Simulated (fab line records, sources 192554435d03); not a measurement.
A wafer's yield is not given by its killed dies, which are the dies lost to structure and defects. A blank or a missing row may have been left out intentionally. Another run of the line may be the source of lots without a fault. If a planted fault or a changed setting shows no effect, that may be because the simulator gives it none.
Chamber matching || flow n5_finfet || N5_BEOL_M5_ETCH_72 on rie_diel-06: 4 sister chambers
The step etches underlayer in N2/H2, target depth 6.5 nm, time 5.2 s. 8 wafers are shown with their chamber, then 10 later ones without.

== WAFERS, EACH WITH ITS CHAMBER ==
{"wafer": "L082.2", "chamber": 3, "drypump_motor_current_A (A)": 5.7, "showerhead_plenum_p_Torr (Torr)": 2.63}
{"wafer": "L082.6", "chamber": 3, "drypump_motor_current_A (A)": 5.7, "showerhead_plenum_p_Torr (Torr)": 2.63}
{"wafer": "L084.4", "chamber": 1, "drypump_motor_current_A (A)": 5.8, "showerhead_plenum_p_Torr (Torr)": 2.61}
{"wafer": "L085.3", "chamber": 1, "drypump_motor_current_A (A)": 5.8, "showerhead_plenum_p_Torr (Torr)": 2.61}
{"wafer": "L085.5", "chamber": 0, "drypump_motor_current_A (A)": 5.3, "showerhead_plenum_p_Torr (Torr)": 2.58}
{"wafer": "L085.6", "chamber": 2, "drypump_motor_current_A (A)": 6.1, "showerhead_plenum_p_Torr (Torr)": 2.64}
{"wafer": "L089.1", "chamber": 2, "drypump_motor_current_A (A)": 6.1, "showerhead_plenum_p_Torr (Torr)": 2.64}
{"wafer": "L089.2", "chamber": 0, "drypump_motor_current_A (A)": 5.4, "showerhead_plenum_p_Torr (Torr)": 2.57}

== WAFERS WHOSE CHAMBER IS MISSING ==
{"wafer": "L089.4", "drypump_motor_current_A (A)": 5.8, "showerhead_plenum_p_Torr (Torr)": 2.60}
{"wafer": "L094.1", "drypump_motor_current_A (A)": 6.1, "showerhead_plenum_p_Torr (Torr)": 2.63}
{"wafer": "L094.5", "drypump_motor_current_A (A)": 5.7, "showerhead_plenum_p_Torr (Torr)": 2.62}
{"wafer": "L094.6", "drypump_motor_current_A (A)": 5.3, "showerhead_plenum_p_Torr (Torr)": 2.57}
{"wafer": "L093.1", "drypump_motor_current_A (A)": 5.7, "showerhead_plenum_p_Torr (Torr)": 2.62}
{"wafer": "L093.4", "drypump_motor_current_A (A)": 6.1, "showerhead_plenum_p_Torr (Torr)": 2.63}
{"wafer": "L093.6", "drypump_motor_current_A (A)": 5.7, "showerhead_plenum_p_Torr (Torr)": 2.62}
{"wafer": "L096.1", "drypump_motor_current_A (A)": 5.8, "showerhead_plenum_p_Torr (Torr)": 2.60}
{"wafer": "L096.3", "drypump_motor_current_A (A)": 6.1, "showerhead_plenum_p_Torr (Torr)": 2.63}
{"wafer": "L096.6", "drypump_motor_current_A (A)": 5.7, "showerhead_plenum_p_Torr (Torr)": 2.60}

== EACH ONE'S CHAMBER ==
{"wafer": "L089.4", "from the rows above": 1, "in truth": 1}
{"wafer": "L094.1", "from the rows above": 2, "in truth": 2}
{"wafer": "L094.5", "from the rows above": "can't be placed: 3 or 1", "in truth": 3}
{"wafer": "L094.6", "from the rows above": 0, "in truth": 0}
{"wafer": "L093.1", "from the rows above": "can't be placed: 3 or 1", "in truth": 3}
{"wafer": "L093.4", "from the rows above": 2, "in truth": 2}
{"wafer": "L093.6", "from the rows above": "can't be placed: 3 or 1", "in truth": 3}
{"wafer": "L096.1", "from the rows above": 1, "in truth": 1}
{"wafer": "L096.3", "from the rows above": 2, "in truth": 2}
{"wafer": "L096.6", "from the rows above": 1, "in truth": 1}
Correct placement for 7 of the 10. Not placeable from these rows: 3 (in 3, the candidates include the true chamber). Placed wrongly: 0.
How it was worked out, from the rows above alone: a wafer's distance from a chamber is the root of the sum, over the readings, of the square of ((its reading less the chamber's mean) divided by the reading's scatter). If the next closest chamber is less than 2 further off than the closest, the wafer can't be placed; otherwise it belongs to the closest. For every chamber, the mean is computed from those of its wafers that are shown. The scatter is the square root of a quotient: the sum, over the shown wafers, of each reading's squared deviation from its chamber's mean, divided by wafers minus chambers.
